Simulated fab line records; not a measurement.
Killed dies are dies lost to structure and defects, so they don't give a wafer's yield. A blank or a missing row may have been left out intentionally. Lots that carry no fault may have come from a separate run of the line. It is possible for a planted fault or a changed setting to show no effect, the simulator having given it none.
Matching of chambers || flow nand harc || pecvd-02 running NHARC_A_SLIT_DEP_23: 3 sister chambers
The step deposits SiON, target thk 100 nm. 3 wafers are shown with their chamber, then 11 later ones without.

WAFERS WITH THEIR CHAMBER
{"wafer": "L086.2", "chamber": 2, "heater power w (W)": 686}
{"wafer": "L086.6", "chamber": 0, "heater power w (W)": 869}
{"wafer": "L092.1", "chamber": 1, "heater power w (W)": 659}

WAFERS WITH NO CHAMBER GIVEN
{"wafer": "L092.2", "heater power w (W)": 660}
{"wafer": "L092.6", "heater power w (W)": 902}
{"wafer": "L091.1", "heater power w (W)": 568}
{"wafer": "L091.2", "heater power w (W)": 893}
{"wafer": "L091.3", "heater power w (W)": 612}
{"wafer": "L096.1", "heater power w (W)": 694}
{"wafer": "L096.2", "heater power w (W)": 867}
{"wafer": "L096.6", "heater power w (W)": 576}
{"wafer": "L093.1", "heater power w (W)": 861}
{"wafer": "L093.3", "heater power w (W)": 691}
{"wafer": "L093.6", "heater power w (W)": 676}

WHICH CHAMBER EACH ONE RAN IN
{"wafer": "L092.2", "from the rows above": "can't be placed: 1 or 2", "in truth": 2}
{"wafer": "L092.6", "from the rows above": 0, "in truth": 0}
{"wafer": "L091.1", "from the rows above": "can't be placed: 1 or 2", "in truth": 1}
{"wafer": "L091.2", "from the rows above": 0, "in truth": 0}
{"wafer": "L091.3", "from the rows above": "can't be placed: 1 or 2", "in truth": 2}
{"wafer": "L096.1", "from the rows above": "can't be placed: 2 or 1", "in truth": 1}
{"wafer": "L096.2", "from the rows above": 0, "in truth": 0}
{"wafer": "L096.6", "from the rows above": "can't be placed: 1 or 2", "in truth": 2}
{"wafer": "L093.1", "from the rows above": 0, "in truth": 0}
{"wafer": "L093.3", "from the rows above": "can't be placed: 2 or 1", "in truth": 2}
{"wafer": "L093.6", "from the rows above": "can't be placed: 2 or 1", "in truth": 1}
Correctly placed: 4 of 11. These rows do not allow placing 7 (true chamber among the candidates in 7). 0 placed wrongly.
How it was worked out, from the rows above alone: a wafer's distance from a chamber is the root of the sum, over the readings, of the square of ((its reading less the chamber's mean) divided by the reading's scatter). The wafer belongs to the nearest chamber; if the next one is less than 2 further off, it can't be placed. A chamber's mean is the mean of its shown wafers. The scatter: with one shown wafer a chamber, the root of the mean of the squares of how far each hidden wafer lies from its nearest shown one.
